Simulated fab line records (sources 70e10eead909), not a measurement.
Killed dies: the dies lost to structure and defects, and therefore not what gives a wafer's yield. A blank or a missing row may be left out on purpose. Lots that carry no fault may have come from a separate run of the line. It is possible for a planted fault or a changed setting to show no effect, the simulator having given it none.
Which tool is to blame? ; flow nand harc ; 36 wafers from 12 lots sampled at 5 of the route's 1159 steps

WHAT EACH GAUGE READ, for each wafer
NHARC_END_SORT_01. Usual: killed at array 26, standard deviation 9; killed at other 0.8, standard deviation 1.2; killed at periphery 3.2, standard deviation 2.3; killed dies 30, standard deviation 9.1; killed open 3.5, standard deviation 2; killed short 1.8, standard deviation 1.4.
lot;measured;on;killed at array;killed at other;killed at periphery;killed dies;killed open;killed short;flag
L938;day 20 06:20;prober-02;27 19 20;1 0 0;2 0 5;30 19 25;7 5 11;1 4 2;
L945;day 21 11:22;prober-02;675 25 677;1 0 0;1 2 0;677 27 677;4 3 2;0 2 1;OFF
L944;day 21 11:17;prober-01;674 17 674;1 4 1;2 6 2;677 27 677;1 6 3;2 2 2;OFF

WHAT TOOL EACH LOT RAN ON (gives the tool, then ch and the chambers of the sampled wafers, and finally the start)
lot;NHARC_A_STAIRCASE_ETCH_313;NHARC_A_STAIRCASE_ETCH_315;NHARC_A_STAIRCASE_ALD_415;NHARC_A_STAIRCASE_ETCHBACK_416
L938;rie diel-02 ch 0,1,2, day 12 08:44;rie diel-02 ch 1,2,3, day 12 10:44 or earlier;ald hk-03 ch 0,1,2, day 12 10:44;rie diel-02 ch 0,1,2, day 20 06:20 or earlier
L936;rie diel-06 ch 1,3, day 12 09:52;rie diel-06 ch 2,3, day 12 13:34 or earlier;ald hk-03 ch 0,2,3, day 12 13:34;rie diel-07 ch 0,2,3, no start
L937;rie diel-02 ch 0,1, day 12 13:13;rie diel-02 ch 1,2, day 12 15:22 or earlier;ald hk-03 ch 0,1,3, day 12 15:22;rie diel-07 ch 0,2,3, no start
L939;rie diel-07 ch 0,2,3, day 12 22:42;rie diel-07 ch 0,1, day 13 00:31 or earlier;ald hk-03 ch 1,2,3, day 13 00:31;rie diel-06 ch 0,1,3, no start
L940;rie diel-06 ch 0,1,2, day 13 01:03;rie diel-06 ch 0,1,3, day 13 03:11 or earlier;ald hk-04 ch 2,3, day 13 03:11;rie diel-02 ch 0,1,3, no start
L942;rie diel-02 ch 0,1,2, day 14 00:24;rie diel-02 ch 1,3, day 14 02:10 or earlier;ald hk-03 ch 0,1, day 14 02:10;rie diel-06 ch 2,3, no start
L945;rie diel-02 ch 1,2,3, day 14 06:02;rie diel-02 ch 1,2,3, day 14 08:18 or earlier;ald hk-03 ch 0,2,3, day 14 08:18;rie diel-07 ch 1,2,3, day 21 11:22 or earlier
L944;rie diel-02 ch 1,2,3, day 14 07:24;rie diel-02 ch 1,3, day 14 10:14 or earlier;ald hk-03 ch 0,1,2, day 14 10:14;rie diel-02 ch 1,2,3, day 21 11:17 or earlier
L953;rie diel-06 ch 1,2,3, day 16 22:20;rie diel-06 ch 0,1,3, day 17 00:08 or earlier;ald hk-04 ch 1,3, day 17 00:08;rie diel-02 ch 0,1,2, no start
L956;rie diel-06 ch 0,2, day 17 06:58;rie diel-06 ch 0,1, day 17 11:14 or earlier;ald hk-04 ch 0,1, day 17 11:14;rie diel-02 ch 0,1, no start
L955;rie diel-07 ch 1,2,3, day 17 08:48;rie diel-07 ch 0,2,3, day 17 11:46 or earlier;ald hk-02 ch 0,1,3, day 17 11:46;rie diel-02 ch 0,1,3, no start
L957;rie diel-06 ch 1,2,3, day 18 03:02;rie diel-06 ch 1,2,3, day 18 07:04 or earlier;ald hk-03 ch 1,2,3, day 18 07:04;rie diel-06 ch 1,2,3, no start
- NHARC_A_STAIRCASE_ETCH_313: etches the open film in CF4/CHF3.
- NHARC_A_STAIRCASE_ETCH_315: etches the open film in C4F8/O2/Ar, target depth 2500 nm, time 607.1 s.
- NHARC_A_STAIRCASE_ALD_415: deposits SiO2, target thk 30 nm, pulse time 6 s, ald cycles 300.
- NHARC_A_STAIRCASE_ETCHBACK_416: etches the open film in C4F8/O2/Ar, target depth 36 nm, time 7.2 s.

WHAT THE TOOLS THEMSELVES READ (means of the sampled wafers that have a number; where no wafer has one, the mark that the record gives instead)
NHARC_A_STAIRCASE_ETCH_313. Usual: drypump motor current A 6.1 A, standard deviation 0.38; mfc ar sccm 0.013 sccm, standard deviation 0.017; oes product au 0.938 a.u., standard deviation 0.02; rf vpp V 371.1 V, standard deviation 2.5; showerhead plenum p Torr 1.59 Torr, standard deviation 0.067; throttle valve pct 16.801 %, standard deviation 0.0091.
lot;tool;drypump motor current A (A);mfc ar sccm (sccm);oes product au (a.u.);rf vpp V (V);showerhead plenum p Torr (Torr);throttle valve pct (%);flag
L938;rie diel-02;6.2;0.000;0.937;371.0;1.57;16.803;
L936;rie diel-06;6.1;0.035;0.956;370.2;1.58;16.800;
L937;rie diel-02;6.0;0.000;0.960;368.4;1.52;16.808;
L939;rie diel-07;5.9;0.010;0.923;374.0;1.65;16.795;
L940;rie diel-06;6.3;0.024;0.968;370.7;1.55;16.803;
L942;rie diel-02;6.2;0.000;0.908;370.4;1.56;16.805;
L945;rie diel-02;6.3;0.000;0.917;370.3;1.57;16.797;
L944;rie diel-02;6.3;0.000;0.957;370.0;1.57;16.796;
L953;rie diel-06;6.1;0.020;0.930;371.4;1.58;16.804;
L956;rie diel-06;6.3;0.018;0.930;368.6;1.52;16.794;
L955;rie diel-07;5.6;0.014;0.923;371.8;1.62;16.799;
L957;rie diel-06;6.1;0.020;0.937;370.7;1.58;16.799;

NHARC_A_STAIRCASE_ETCH_315. Usual: oes product au 0.933 a.u., standard deviation 0.012; rf vpp V 1828 V, standard deviation 11.
lot;tool;oes product au (a.u.);rf vpp V (V);flag
L938;rie diel-02;0.923;1826;
L936;rie diel-06;0.914;1831;
L937;rie diel-02;0.933;1834;
L939;rie diel-07;0.954;1834;
L940;rie diel-06;0.940;1825;
L942;rie diel-02;0.920;1817;
L945;rie diel-02;0.930;1825;
L944;rie diel-02;0.926;1817;
L953;rie diel-06;0.936;1822;
L956;rie diel-06;0.945;1820;
L955;rie diel-07;0.930;1838;
L957;rie diel-06;0.926;1828;

NHARC_A_STAIRCASE_ALD_415. Usual: heater power w 446 W, standard deviation 29; precursor pulse height rel 1.000, standard deviation 0.018.
lot;tool;heater power w (W);precursor pulse height rel;flag
L938;ald hk-03;444;1.001;
L936;ald hk-03;465;0.979;
L937;ald hk-03;449;1.014;
L939;ald hk-03;455;0.985;
L940;ald hk-04;478;1.014;
L942;ald hk-03;433;0.986;
L945;ald hk-03;462;1.003;
L944;ald hk-03;448;1.001;
L953;ald hk-04;457;1.001;
L956;ald hk-04;434;1.008;
L955;ald hk-02;432;1.001;
L957;ald hk-03;449;1.001;

NHARC_A_STAIRCASE_ETCHBACK_416. Usual: oes product au 0.95 a.u., standard deviation 0.036; rf vpp V 725 V, standard deviation 4.6.
lot;tool;oes product au (a.u.);rf vpp V (V);flag
L938;rie diel-02;0.91;722;
L936;rie diel-07;1.00;729;
L937;rie diel-07;1.00;728;
L939;rie diel-06;0.93;723;
L940;rie diel-02;0.91;720;
L942;rie diel-06;0.92;725;
L945;rie diel-07;0.91;727;
L944;rie diel-02;0.92;722;
L953;rie diel-02;0.94;728;
L956;rie diel-02;0.98;730;
L955;rie diel-02;0.92;730;
L957;rie diel-06;0.92;724;

THE ANSWER, worked out from the rows above alone
Rule: a lot counts as off when the mean over its wafers that have a number is more than 3 standard deviations away from the usual mean. Also off: a lot with no number at a reading for which 4 or more lots have one. Where the step has rows for the other lots, those lots are counted as sound. First the gauges in route order, then the tools' own readings, where a lot's mean is used as printed above. The first step at which some lot is off is used, and at that step the reading that is off furthest; a lot without a number counts as furthest.
Off at NHARC_END_SORT_01 (killed at array): L945, L944. Neither off nor sound, because the step has no rows for them: L936, L937, L939, L940, L942, L953, L956, L955, L957.
If a tool, at a process step before that reading, ran all the lots that are off and no sound lot after the first of them, it fits. The gauges at NHARC_END_SORT_01 are tried like those tools. NHARC_A_STAIRCASE_ETCH_315: start missing for some lots; hours and lot order therefore follow NHARC_A_STAIRCASE_ALD_415. NHARC_A_STAIRCASE_ETCHBACK_416: start missing for some lots; hours and lot order therefore follow NHARC_END_SORT_01. Undecided on this evidence; 2 tools fit (rie diel-02 at NHARC_A_STAIRCASE_ETCH_313 and NHARC_A_STAIRCASE_ETCH_315, ald hk-03 at NHARC_A_STAIRCASE_ALD_415).

WHAT WAS PUT IN BY THE SIMULATOR
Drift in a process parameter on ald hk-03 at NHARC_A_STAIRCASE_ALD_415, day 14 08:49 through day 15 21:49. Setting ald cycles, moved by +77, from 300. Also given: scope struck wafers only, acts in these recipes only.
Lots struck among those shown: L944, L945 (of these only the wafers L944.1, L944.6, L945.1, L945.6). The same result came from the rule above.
